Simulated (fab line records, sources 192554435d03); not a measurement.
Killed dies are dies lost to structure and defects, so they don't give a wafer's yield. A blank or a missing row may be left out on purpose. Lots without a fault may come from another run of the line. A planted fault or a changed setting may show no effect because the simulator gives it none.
Which tool did it? | flow n5_finfet | 24 lots, 72 wafers sampled, at 4 steps of a route of 1938

WHAT THE GAUGES READ, wafer by wafer
N5_WELL_APT_OVL_MEAS_26. Usual: PWELL_OVL 1 nm, standard deviation 5.2.
lot  | measured    | on         | PWELL_OVL (nm) | flag
L074 | day 1 15:04 | overlay-02 | -1 -6 -2       |
L075 | day 1 21:21 | overlay-01 | -6 -9 -6       |
L076 | day 2 03:07 | overlay-01 | -1 -5 7        |
L077 | day 2 09:05 | overlay-02 | 3 -2 4         |
L078 | day 2 15:07 | overlay-02 | 7 7 1          |
L079 | day 2 21:18 | overlay-01 | 0 1 2          |
L080 | day 3 02:58 | overlay-01 | 1 -5 -1        |
L081 | day 3 08:59 | overlay-01 | 12 11 8        |
L082 | day 3 15:02 | overlay-02 | -2 6 2         |
L083 | day 3 21:15 | overlay-02 | 4 4 6          |
L084 | day 4 03:07 | overlay-01 | 4 -3 1         |
L085 | day 4 08:51 | overlay-02 | 5 0 -3         |
L086 | day 4 15:57 | overlay-02 | -3 0 3         |
L087 | day 4 23:25 | overlay-01 | -2 3 -6        |
L088 | day 5 03:11 | overlay-01 | 3 2 5          |
L089 | day 5 09:07 | overlay-01 | 2 -1 -2        |
L090 | day 5 15:01 | overlay-01 | 15 9 7         |
L091 | day 5 21:06 | overlay-02 | 2 1 7          |
L092 | day 6 02:52 | overlay-02 | 8 11 2         |
L093 | day 6 08:52 | overlay-02 | -11 -6 -9      |
L094 | day 6 15:23 | overlay-01 | 6 6 7          |
L095 | day 6 21:08 | overlay-02 | 8 -1 0         |
L096 | day 7 02:50 | overlay-01 | 8 1 3          |
L097 | day 7 09:34 | overlay-01 | 0 -12 -9       |

N5_PMOS_HMC_CHANNEL_EPI_CD_MEAS_09: target cd 237.4 nm. Usual: cd_nm 237.5 nm, standard deviation 0.91.
lot  | measured    | on        | cd_nm (nm)        | flag
L074 | day 1 17:34 | cd_sem-03 | 236.7 237.8 236.0 |
L075 | day 1 23:30 | cd_sem-02 | 237.1 238.8 237.7 |
L076 | day 2 05:34 | cd_sem-01 | 236.5 235.7 237.4 |
L077 | day 2 11:16 | cd_sem-02 | 236.7 238.2 236.7 |
L078 | day 2 17:29 | cd_sem-02 | 236.3 236.7 236.5 |
L079 | day 2 23:29 | cd_sem-01 | 238.0 237.3 237.9 |
L080 | day 3 05:30 | cd_sem-01 | 238.8 237.6 239.1 |
L081 | day 3 11:19 | cd_sem-01 | 236.9 236.9 238.0 |
L082 | day 3 17:14 | cd_sem-02 | 235.5 237.6 238.4 |
L083 | day 3 23:23 | cd_sem-03 | 237.3 237.2 237.4 |
L084 | day 4 05:29 | cd_sem-01 | 238.4 235.9 237.5 |
L085 | day 4 11:14 | cd_sem-03 | 236.2 236.6 235.5 |
L086 | day 4 18:05 | cd_sem-03 | 237.4 238.0 237.9 |
L087 | day 5 01:31 | cd_sem-01 | 238.3 237.6 237.8 |
L088 | day 5 05:32 | cd_sem-03 | 238.0 237.6 237.7 |
L089 | day 5 11:26 | cd_sem-01 | 236.5 238.6 238.3 |
L090 | day 5 17:09 | cd_sem-03 | 235.0 238.2 237.1 |
L091 | day 5 23:14 | cd_sem-02 | 237.5 237.8 238.4 |
L092 | day 6 05:13 | cd_sem-02 | 236.8 236.9 237.9 |
L093 | day 6 11:31 | cd_sem-03 | 237.0 240.4 237.5 |
L094 | day 6 18:16 | cd_sem-03 | 238.2 238.1 239.9 |
L095 | day 6 23:10 | cd_sem-02 | 238.4 237.1 235.8 |
L096 | day 7 04:56 | cd_sem-03 | 238.8 238.4 239.1 |
L097 | day 7 12:17 | cd_sem-03 | 238.5 238.4 237.6 |

N5_PMOS_HMC_CHANNEL_EPI_INSPECT_30: inspects for defects (darkfield). Usual: raw_defect_count 17, standard deviation 6.1.
lot  | measured    | on                | raw_defect_count | flag
L074 | day 1 20:26 | defect_inspect-01 | 19 23 16         |
L075 | day 2 02:40 | defect_inspect-01 | 25 16 29         |
L076 | day 2 08:25 | defect_inspect-01 | 8 14 23          |
L077 | day 2 14:34 | defect_inspect-02 | 16 10 19         |
L078 | day 2 20:20 | defect_inspect-01 | 11 14 18         |
L079 | day 3 02:20 | defect_inspect-02 | 24 26 11         |
L080 | day 3 08:19 | defect_inspect-02 | 18 12 10         |
L081 | day 3 14:56 | defect_inspect-02 | 31 24 30         |
L082 | day 3 20:04 | defect_inspect-02 | 18 19 23         |
L083 | day 4 02:13 | defect_inspect-02 | 12 16 19         |
L084 | day 4 08:19 | defect_inspect-02 | 7 24 28          |
L085 | day 4 14:43 | defect_inspect-01 | 18 15 9          |
L086 | day 4 22:02 | defect_inspect-01 | 11 19 19         |
L087 | day 5 04:27 | defect_inspect-01 | 32 21 24         |
L088 | day 5 08:21 | defect_inspect-01 | 14 19 14         |
L089 | day 5 14:17 | defect_inspect-01 | 15 12 10         |
L090 | day 5 20:04 | defect_inspect-02 | 24 12 12         |
L091 | day 6 02:04 | defect_inspect-01 | 14 25 21         |
L092 | day 6 08:02 | defect_inspect-01 | 12 15 17         |
L093 | day 6 15:02 | defect_inspect-02 | 12 9 12          |
L094 | day 6 21:44 | defect_inspect-02 | 10 21 17         |
L095 | day 7 02:11 | defect_inspect-02 | 26 18 10         |
L096 | day 7 07:55 | defect_inspect-01 | 7 13 19          |
L097 | day 7 15:38 | defect_inspect-01 | 13 19 15         |

WHICH TOOL RAN EACH LOT (tool, then ch and the chambers of the sampled wafers, then the start)
lot  | N5_ZERO_LAYER_DESCUM_16
L074 | rie_diel-01 ch 0,2, day 1 12:55
L075 | rie_diel-06 ch 0,1,3, day 1 19:09
L076 | rie_diel-05 ch 0,1, day 2 01:04
L077 | rie_diel-06 ch 1,3, day 2 06:48
L078 | rie_diel-01 ch 0,3, day 2 13:05
L079 | rie_diel-05 ch 0,1, day 2 18:49
L080 | rie_diel-05 ch 0,2,3, day 3 00:49
L081 | rie_diel-06 ch 0,1,2, day 3 06:42
L082 | rie_diel-01 ch 0,2,3, day 3 12:57
L083 | rie_diel-06 ch 0,2,3, day 3 18:41
L084 | rie_diel-01 ch 0,2,3, day 4 00:48
L085 | rie_diel-01 ch 0,1,2, day 4 06:48
L086 | rie_diel-01 ch 0,2, day 4 13:38
L087 | rie_diel-05 ch 0,1,3, day 4 20:00
L088 | rie_diel-06 ch 2,3, day 5 00:48
L089 | rie_diel-06 ch 0,3, day 5 06:54
L090 | rie_diel-01 ch 0,1, day 5 12:41
L091 | rie_diel-01 ch 0,2,3, day 5 18:57
L092 | rie_diel-01 ch 0,2,3, day 6 00:41
L093 | rie_diel-01 ch 0,3, day 6 06:41
L094 | rie_diel-01 ch 0,2, day 6 13:14
L095 | rie_diel-01 ch 0,3, day 6 18:59
L096 | rie_diel-06 ch 0,1,3, day 7 00:41
L097 | rie_diel-06 ch 0,2, day 7 06:58
- N5_ZERO_LAYER_DESCUM_16: chemistry O2, time 7.9 s.

WHAT THE TOOLS THEMSELVES READ (means of the sampled wafers that have a number; where no wafer has one, the mark that the record gives instead)
N5_ZERO_LAYER_DESCUM_16. Usual: drypump_motor_current_A 5.5 A, standard deviation 0.64; oes_product_au 0.76 a.u., standard deviation 0.057; rf_vpp_V 243.4 V, standard deviation 1.4; showerhead_plenum_p_Torr 2.11 Torr, standard deviation 0.065; throttle_valve_pct 20.51 %, standard deviation 0.24.
lot  | tool        | drypump_motor_current_A (A) | oes_product_au (a.u.) | rf_vpp_V (V) | showerhead_plenum_p_Torr (Torr) | throttle_valve_pct (%) | flag
L074 | rie_diel-01 | 5.2                         | 0.82                  | 243.6        | 2.17                            | 20.64                  |
L075 | rie_diel-06 | 5.7                         | 0.81                  | 243.8        | 2.13                            | 20.26                  |
L076 | rie_diel-05 | 6.7                         | 0.75                  | 242.1        | 1.99                            | 20.56                  |
L077 | rie_diel-06 | 5.5                         | 0.77                  | 243.2        | 2.08                            | 20.37                  |
L078 | rie_diel-01 | 4.8                         | 0.76                  | 243.9        | 2.13                            | 20.76                  |
L079 | rie_diel-05 | 6.7                         | 0.74                  | 241.7        | 1.99                            | 20.57                  |
L080 | rie_diel-05 | 5.6                         | 0.71                  | 242.3        | 2.04                            | 20.60                  |
L081 | rie_diel-06 | 6.1                         | 0.78                  | 243.6        | 2.12                            | 20.29                  |
L082 | rie_diel-01 | 5.1                         | 0.78                  | 243.4        | 2.14                            | 20.72                  |
L083 | rie_diel-06 | 6.1                         | 0.78                  | 243.8        | 2.12                            | 20.24                  |
L084 | rie_diel-01 | 5.1                         | 0.78                  | 242.6        | 2.13                            | 20.71                  |
L085 | rie_diel-01 | 5.3                         | 0.77                  | 244.3        | 2.15                            | 20.53                  |
L086 | rie_diel-01 | 5.2                         | 0.80                  | 243.9        | 2.16                            | 20.68                  |
L087 | rie_diel-05 | 6.1                         | 0.71                  | 241.8        | 1.99                            | 20.63                  |
L088 | rie_diel-06 | 6.1                         | 0.71                  | 243.1        | 2.06                            | 20.36                  |
L089 | rie_diel-06 | 6.1                         | 0.83                  | 245.5        | 2.16                            | 20.16                  |
L090 | rie_diel-01 | 5.1                         | 0.74                  | 244.7        | 2.16                            | 20.40                  |
L091 | rie_diel-01 | 5.1                         | 0.77                  | 243.3        | 2.13                            | 20.74                  |
L092 | rie_diel-01 | 5.1                         | 0.77                  | 243.0        | 2.13                            | 20.74                  |
L093 | rie_diel-01 | 4.9                         | 0.74                  | 242.8        | 2.12                            | 20.80                  |
L094 | rie_diel-01 | 5.4                         | 0.78                  | 243.8        | 2.13                            | 20.68                  |
L095 | rie_diel-01 | 4.9                         | 0.76                  | 243.8        | 2.16                            | 20.76                  |
L096 | rie_diel-06 | 5.8                         | 0.78                  | 244.0        | 2.12                            | 20.31                  |
L097 | rie_diel-06 | 6.4                         | 0.92                  | 243.4        | 2.10                            | 20.03                  |

THE ANSWER, worked out from the rows above alone
Rule: a lot is off if the mean of its wafers that have a number lies more than 3 standard deviations from the usual mean. A lot without any number at a reading at which 4 lots or more have one is off too. The other lots that the step has rows for count as sound. The gauges are gone through in route order, then the tools' own readings, and for those a lot's mean is taken as printed above. The first step at which some lot is off is used, and at that step the reading that is off furthest; a lot without a number counts as furthest.
No lot is off at any reading shown: from this, nothing can be told.

WHAT THE SIMULATOR HAD PUT IN
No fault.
